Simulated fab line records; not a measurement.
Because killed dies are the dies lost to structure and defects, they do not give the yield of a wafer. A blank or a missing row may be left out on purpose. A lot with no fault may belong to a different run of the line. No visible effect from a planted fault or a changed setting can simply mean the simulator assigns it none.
A struck lot beside a sound one ; flow nand harc ; 39 out of 1302 route steps
Sound: wafers L733.3, L733.5, L733.6. Struck: wafer L743.3. (L743.2, L743.6 of the same lot were not struck and are left out.) The cause comes at the end.
Each step with rows lists, per side, the tool, then ch with its chambers, then its first start. Under that, the readings that differ: sound wafers ; struck wafers ; difference of the means ; sigmas: that difference in standard deviations of wafers without a fault.
alike: readings whose means differ by less than 2 such deviations, and words and numbers that are the same on both sides. not compared: withheld readings, readings that some wafer has no value for, bounds like >300 that may hide the same value, and numbers for which the record gives no deviation and whose values overlap.
Wherever a step has rows on one side only, a row that says differs or no value, or a row with sigmas, the two part there. Non-overlapping numbers with no deviation appear without sigmas and do not part them. A reading missing from all wafers of one side parts the sides only when that side holds two or more wafers.

first, 1 step without rows for these wafers: NHARC_A_CHANNEL_HOLE_D1_XSEM_31.
NHARC_A_CHANNEL_HOLE_D1_INSPECT_40:
  struck on defect inspect-02, day 16 18:32; sound on defect inspect-02, day 12 16:06
  alike: raw defect count
then, 4 steps without rows for these wafers: NHARC_A_CHANNEL_FILL_D1_PRECLEAN_00 (cleans in SC1); NHARC_A_CHANNEL_FILL_D1_SRD_01; NHARC_A_CHANNEL_FILL_D1_ALD_02 (deposits SiO2, target thk 6 nm, pulse time 10 s, ald cycles 60); NHARC_A_CHANNEL_FILL_D1_ALD_03 (deposits SiNx, target thk 6 nm, pulse time 60 s, ald cycles 58).
NHARC_A_CHANNEL_FILL_D1_ALD_14: deposits SiO2, target thk 2.5 nm, pulse time 10 s, ald cycles 25.
  sound on ald hk-03 ch 0,1,3, day 12 23:20; struck on ald hk-03 ch 0, day 17 01:52
  alike: heater power w, precursor pulse height rel
  not compared: since wet clean h
then, 1 step without rows for these wafers: NHARC_A_CHANNEL_FILL_D1_ALD_15 (deposits SiNx, target thk 2 nm, pulse time 60 s, ald cycles 19).
NHARC_A_CHANNEL_FILL_D1_ALD_16: deposits SiO2, target thk 1.5 nm, pulse time 10 s, ald cycles 15.
  sound on ald hk-03 ch 0,3, day 13 04:35; struck on ald hk-02 ch 3, day 17 07:01
  alike: heater power w, precursor pulse height rel
  not compared: since wet clean h
then, 3 steps without rows for these wafers: NHARC_A_CHANNEL_FILL_D1_ANNEAL_17 (time 1800 s); NHARC_A_CHANNEL_FILL_D1_CVD_18 (deposits poly-Si, target thk 3 nm); NHARC_A_CHANNEL_FILL_D1_ETCHBACK_19 (etches the open film in HBr/Cl2, target depth 5 nm, time 1.7 s).
NHARC_A_CHANNEL_FILL_D1_ETCHBACK_20: etches the open film in C4F8/O2/Ar, target depth 27 nm, time 13.5 s.
  sound on rie diel-05 ch 0,3, day 13 17:58; struck on rie diel-05 ch 2, day 17 20:00
  alike: oes product au, rf vpp V
  not compared: rf hours counter h
NHARC_A_CHANNEL_FILL_D1_STRIP_28: strips in O2, time 20 s.
  sound on rie diel-05 ch 0,1,2, day 13 18:04; struck on rie diel-05 ch 2, day 17 20:05
reading;sound;struck;difference;sigmas
oes product au (a.u.);0.983 0.983 0.968;0.999;+0.021;+3
  alike: drypump motor current A, rf vpp V, showerhead plenum p Torr, throttle valve pct
  not compared: rf hours counter h
then, 10 steps without rows for these wafers: NHARC_A_CHANNEL_FILL_D1_PRECLEAN_21 (cleans in dHF, time 30 s); NHARC_A_CHANNEL_FILL_D1_SRD_23; NHARC_A_CHANNEL_FILL_D1_CVD_05 (deposits poly-Si, target thk 5 nm); NHARC_A_CHANNEL_FILL_D1_ANNEAL_22 (time 7200 s); NHARC_A_CHANNEL_FILL_D1_ALD_25 (deposits SiOx, target thk 60 nm, pulse time 10 s, ald cycles 600); NHARC_A_CHANNEL_FILL_D1_ETCHBACK_08 (etches the open film in C4F8, target depth 220 nm, time 110 s); NHARC_A_CHANNEL_FILL_D1_STRIP_29 (strips in O2, time 20 s); NHARC_A_CHANNEL_FILL_D1_PRECLEAN_30 (cleans in dHF, time 30 s); NHARC_A_CHANNEL_FILL_D1_SRD_31; NHARC_A_CHANNEL_FILL_D1_CVD_09 (deposits poly-Si, target thk 150 nm, time 3000 s).
NHARC_A_CHANNEL_FILL_D1_CMP_10: polishes, target thk 150 nm.
  sound on cmp-02 ch 0,2,3, day 14 17:07; struck on cmp-03 ch 2, day 18 23:10
  alike: motor current A, time to endpoint s
then, 10 steps without rows for these wafers: NHARC_A_CHANNEL_FILL_D1_SRD_12; NHARC_A_DECK1_JOINT_ETCHBACK_07 (etches the open film in HBr, target depth 105 nm, time 26.9 s); NHARC_A_DECK1_JOINT_ETCH_25 (etches SiO2 in dHF, target depth 0.5 nm); NHARC_A_DECK1_JOINT_ETCH_19 (etches poly-Si in TMAH, target depth 3 nm); NHARC_A_DECK1_JOINT_ETCH_18 (etches SiO2 in dHF, target depth 3 nm); NHARC_A_DECK1_JOINT_WET_08 (chemistry H3PO4, time 86 s); NHARC_A_DECK1_JOINT_ETCH_09 (etches SiO2 in dHF, target depth 5 nm); NHARC_A_DECK1_JOINT_WET_10 (chemistry H3PO4, time 86 s); NHARC_A_DECK1_JOINT_ETCH_11 (etches SiO2 in dHF, target depth 35 nm); NHARC_A_DECK1_JOINT_CVD_12 (deposits poly-Si, target thk 90 nm, time 1800 s).
NHARC_A_DECK1_JOINT_CMP_13: polishes, target thk 51.023 nm.
  sound on cmp-03 ch 1,2,3, day 15 03:42; struck on cmp-04 ch 0, day 19 09:58
reading;sound;struck;difference;sigmas
motor current A (A);13.5 12.1 12.1;10.5;-2.1;-2
  alike: time to endpoint s
NHARC_A_DECK1_JOINT_THK_MEAS_14: measures by ellipsometry.
  struck on film metro-01, day 19 10:11; sound on film metro-01, day 15 03:53
  alike: thk nm
next, for these wafers, 1 step has no rows: NHARC_A_DECK1_JOINT_SRD_04.
-- break in the record here, with 14 days between the starts of the struck wafers on either side (left off in module A_DECK1_JOINT, picked up again in module END, where the first step shown is number 1302 on the route) --
NHARC_END_SORT_01:
  only the struck wafers appear in the record here, on prober-01 ch 0 at day 33 09:29; the sound ones have no rows

WHERE THEY PART
Earliest at NHARC_A_CHANNEL_FILL_D1_STRIP_28; latest, in this record, at NHARC_END_SORT_01.

WHY: what the simulator had put in
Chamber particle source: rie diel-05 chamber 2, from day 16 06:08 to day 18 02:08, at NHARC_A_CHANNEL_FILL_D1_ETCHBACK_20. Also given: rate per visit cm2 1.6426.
